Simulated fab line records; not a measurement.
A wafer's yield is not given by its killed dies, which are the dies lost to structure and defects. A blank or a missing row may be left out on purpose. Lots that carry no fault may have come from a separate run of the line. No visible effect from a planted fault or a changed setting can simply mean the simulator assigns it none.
Which tool did it?    flow n5_finfet    27 wafers from 9 lots sampled at 6 of the route's 1938 steps

## WHAT THE GAUGES SHOWED, per wafer
N5_BEOL_M4_RC_MEAS_101. Usual: DIBL_N 36.3 mV/V, standard deviation 2; DIBL_P 36.3 mV/V, standard deviation 2.4; IOFF_N 0.16 nA/um, standard deviation 0.034; IOFF_P 0.21 nA/um, standard deviation 0.035; ION_N 672 uA/um, standard deviation 12; ION_P 459 uA/um, standard deviation 6.5; SS_N 71.6 mV/dec, standard deviation 0.67; SS_P 73.3 mV/dec, standard deviation 0.71; VT_N 250 mV, standard deviation 3.5; VT_P -251 mV, standard deviation 3.
lot   measured      on         DIBL_N (mV/V)   DIBL_P (mV/V)   IOFF_N (nA/um)  IOFF_P (nA/um)  ION_N (uA/um)  ION_P (uA/um)  SS_N (mV/dec)   SS_P (mV/dec)   VT_N (mV)    VT_P (mV)       flag
L258  day 8 07:41   prober-02  32.6 32.3 32.3  31.7 31.6 31.5  0.10 0.10 0.10  0.15 0.15 0.15  651 653 664    456 453 456    70.0 69.8 70.1  72.0 71.8 72.1  259 256 257  -256 -253 -254  
L261  day 9 05:11   prober-02  35.9 39.3 35.9  34.6 38.7 34.3  0.14 0.22 0.15  0.17 0.23 0.16  657 689 672    444 463 452    71.6 73.1 72.0  73.7 74.5 73.3  255 247 251  -256 -251 -256  
L272  day 13 14:58  prober-02  36.1 36.9 36.7  37.3 37.7 38.0  0.15 0.16 0.16  0.22 0.22 0.22  661 669 684    462 469 474    71.3 70.7 72.0  73.1 72.8 73.5  249 249 249  -248 -245 -248  
L273  day 13 05:17  prober-02  39.6 39.0 37.7  39.7 39.1 38.0  0.21 0.19 0.17  0.25 0.24 0.22  684 676 674    467 463 470    72.5 72.7 72.5  73.8 73.7 73.3  244 249 251  -249 -249 -251  
L274  day 14 07:01  prober-02  37.0 34.8 38.7  38.8 34.8 38.5  0.20 0.15 0.24  0.25 0.19 0.24  682 666 676    462 454 458    71.8 71.2 72.4  74.3 74.1 74.0  247 249 244  -248 -252 -249  
L276  day 13 08:12  prober-02  36.1 35.3 33.6  35.6 35.6 32.8  0.18 0.17 0.13  0.19 0.19 0.15  695 681 672    465 459 451    71.7 71.2 71.2  73.0 72.9 72.8  246 247 252  -253 -252 -256  

## WHICH TOOL RAN EACH LOT (tool, then ch and the chambers of the sampled wafers, then the start)
lot   N5_BEOL_M1_TRENCH_ETCH_37                      N5_BEOL_M1_SURFACE_TREAT_85   N5_BEOL_M1_CVD_47                 N5_BEOL_M1_ANNEAL_49          N5_BEOL_M1_CMP_52
L258  rie_diel-04 ch 0,1, day 6 18:43 or earlier     pvd_sputter-02, day 6 18:43   cvd_co-01 ch 0,2, day 6 18:46     pvd_sputter-02, day 6 19:01   cmp-04 ch 2,3, day 6 21:14
L261  rie_diel-03 ch 0,2,3, day 7 07:57 or earlier   pvd_sputter-02, day 7 07:57   cvd_co-01 ch 1,2, day 7 08:17     pvd_sputter-01, day 7 09:13   cmp-04 ch 0,2,3, day 7 11:52
L263  rie_diel-01 ch 1,2,3, day 8 03:43 or earlier   pvd_sputter-01, day 8 03:43   cvd_co-02 ch 0,1,2, day 8 03:51   pvd_sputter-02, day 8 04:06   cmp-04 ch 0,2, day 8 06:26
L265  rie_diel-04 ch 0,2, day 8 13:22 or earlier     pvd_sputter-03, day 8 13:22   cvd_co-02 ch 0,1, day 8 13:40     pvd_sputter-03, day 8 14:22   cmp-01 ch 0,1,2, day 8 16:38
L264  rie_diel-01 ch 0,1,2, day 8 17:52 or earlier   pvd_sputter-03, day 8 17:52   cvd_co-01 ch 1,2, day 8 17:55     pvd_sputter-01, day 8 18:10   cmp-02 ch 0,2, day 8 20:32
L272  rie_diel-01 ch 0,1,2, day 10 18:37 or earlier  pvd_sputter-02, day 10 18:37  cvd_co-01 ch 0,1, day 10 18:41    pvd_sputter-02, day 10 19:14  cmp-02 ch 0,2,3, day 10 21:26
L273  rie_diel-03 ch 1,2,3, day 10 23:26 or earlier  pvd_sputter-03, day 10 23:26  cvd_co-02 ch 0,1,2, day 10 23:29  pvd_sputter-02, day 10 23:44  cmp-01 ch 1,2,3, day 11 02:00
L274  rie_diel-01 ch 1,2, day 11 07:29 or earlier    pvd_sputter-03, day 11 07:29  cvd_co-01 ch 0,1,2, day 11 07:36  pvd_sputter-03, day 11 07:57  cmp-01 ch 2,3, day 11 10:08
L276  rie_diel-01 ch 2,3, day 11 10:33 or earlier    pvd_sputter-01, day 11 10:33  cvd_co-02 ch 1,2, day 11 10:38    pvd_sputter-01, day 11 10:52  cmp-04 ch 1,2, day 11 13:02
- N5_BEOL_M1_TRENCH_ETCH_37: etches SiOC in C4F6/O2, target depth 55.207 nm, time 29 s.
- N5_BEOL_M1_SURFACE_TREAT_85
- N5_BEOL_M1_CVD_47: deposits Co from CCTBA/H2, target thk 3 nm, time 223.8 s.
- N5_BEOL_M1_ANNEAL_49: time 240 s.
- N5_BEOL_M1_CMP_52: polishes, stops on SiOC, t overpolish 6.8 s, target thk 40 nm.

## WHAT THE TOOLS THEMSELVES READ (means of the sampled wafers that have a number; where no wafer has one, the mark that the record gives instead)
N5_BEOL_M1_TRENCH_ETCH_37. Usual: drypump_motor_current_A is 5.8 A with standard deviation 0.68, oes_f_703_au is 0.77 a.u. with standard deviation 0.06, oes_o_777_au is 0.77 a.u. with standard deviation 0.064, oes_product_au is 0.77 a.u. with standard deviation 0.059, rf_vpp_V is 665 V with standard deviation 14, showerhead_plenum_p_Torr is 2.82 Torr with standard deviation 0.07, and throttle_valve_pct is 20.73 % with standard deviation 0.19.
lot   tool         drypump_motor_current_A (A)  oes_f_703_au (a.u.)  oes_o_777_au (a.u.)  oes_product_au (a.u.)  rf_vpp_V (V)  showerhead_plenum_p_Torr (Torr)  throttle_valve_pct (%)  flag
L258  rie_diel-04  5.1                          0.72                 0.73                 0.74                   683           2.94                             20.65                   
L261  rie_diel-03  6.5                          0.77                 0.78                 0.77                   649           2.79                             20.71                   
L263  rie_diel-01  5.5                          0.75                 0.75                 0.77                   667           2.79                             20.77                   
L265  rie_diel-04  5.8                          0.75                 0.76                 0.78                   684           2.88                             20.60                   
L264  rie_diel-01  5.2                          0.73                 0.74                 0.73                   671           2.81                             20.83                   
L272  rie_diel-01  5.2                          0.73                 0.72                 0.73                   670           2.81                             20.85                   
L273  rie_diel-03  6.1                          0.77                 0.77                 0.76                   644           2.80                             20.69                   
L274  rie_diel-01  5.1                          0.69                 0.67                 0.69                   675           2.80                             20.73                   
L276  rie_diel-01  6.0                          0.80                 0.79                 0.80                   659           2.81                             20.77                   

N5_BEOL_M1_SURFACE_TREAT_85. Usual: ar_flow_sccm reads 30.00 sccm (standard deviation 0.098).
lot   tool            ar_flow_sccm (sccm)  flag
L258  pvd_sputter-02  29.99                
L261  pvd_sputter-02  29.97                
L263  pvd_sputter-01  30.04                
L265  pvd_sputter-03  30.00                
L264  pvd_sputter-03  29.99                
L272  pvd_sputter-02  29.96                
L273  pvd_sputter-03  29.88                
L274  pvd_sputter-03  30.08                
L276  pvd_sputter-01  30.17                

N5_BEOL_M1_CVD_47. Usual: chamber_pressure_Torr 30.00 Torr, standard deviation 0.069; run_length_s 246.9 s, standard deviation 0.33.
lot   tool       chamber_pressure_Torr (Torr)  run_length_s (s)  flag
L258  cvd_co-01  30.02                         246.8             
L261  cvd_co-01  29.97                         246.8             
L263  cvd_co-02  -                             -                 OFF
L265  cvd_co-02  -                             -                 OFF
L264  cvd_co-01  -                             -                 OFF
L272  cvd_co-01  30.08                         246.9             
L273  cvd_co-02  29.98                         246.9             
L274  cvd_co-01  30.02                         246.8             
L276  cvd_co-02  30.02                         246.8             

N5_BEOL_M1_ANNEAL_49. Usual: heater_power_w 840 W, standard deviation 67; susceptor_temp_C 400.04 C, standard deviation 0.22.
lot   tool            heater_power_w (W)  susceptor_temp_C (C)  flag
L258  pvd_sputter-02  832                 400.06                
L261  pvd_sputter-01  880                 399.84                
L263  pvd_sputter-02  853                 400.05                
L265  pvd_sputter-03  850                 399.87                
L264  pvd_sputter-01  867                 400.15                
L272  pvd_sputter-02  859                 400.18                
L273  pvd_sputter-02  864                 400.04                
L274  pvd_sputter-03  828                 399.95                
L276  pvd_sputter-01  739                 399.68                

N5_BEOL_M1_CMP_52. Usual: barrier_field_endpoint_s 25.0 s, standard deviation 0.63; motor_current_A 5.7 A, standard deviation 0.79; platen_rpm 50.00 rpm, standard deviation 0.033.
lot   tool    barrier_field_endpoint_s (s)  motor_current_A (A)  platen_rpm (rpm)  flag
L258  cmp-04  26.2                          5.3                  50.01             
L261  cmp-04  25.3                          5.2                  50.02             
L263  cmp-04  21.3                          5.1                  49.99             OFF
L265  cmp-01  21.4                          6.6                  49.99             OFF
L264  cmp-02  21.5                          5.3                  50.01             OFF
L272  cmp-02  25.5                          5.2                  50.03             
L273  cmp-01  24.5                          6.2                  50.01             
L274  cmp-01  25.2                          6.1                  49.99             
L276  cmp-04  24.7                          5.7                  49.99             

## THE ANSWER, worked out from the rows above alone
Rule: a lot counts as off when the mean over its wafers that have a number is more than 3 standard deviations away from the usual mean. A lot without any number at a reading at which 4 lots or more have one is off too. All remaining lots with rows at the step are treated as sound. Order of review: gauges by route order, followed by the tools' own readings, for which a lot's mean as printed above is used. The first step at which some lot is off is used, and at that step the reading that is off furthest; a lot without a number counts as furthest.
Off at N5_BEOL_M1_CVD_47 (chamber_pressure_Torr): L263, L265, L264. Without a number there: L263, L265, L264.
If a tool, at that step or one of the process steps before it, ran each lot that is off and ran no sound lot following the first of them, it fits. N5_BEOL_M1_TRENCH_ETCH_37: start missing for some lots; hours and lot order therefore follow N5_BEOL_M1_SURFACE_TREAT_85. No candidate that was tried fits.

## WHAT THE SIMULATOR HAD PUT IN
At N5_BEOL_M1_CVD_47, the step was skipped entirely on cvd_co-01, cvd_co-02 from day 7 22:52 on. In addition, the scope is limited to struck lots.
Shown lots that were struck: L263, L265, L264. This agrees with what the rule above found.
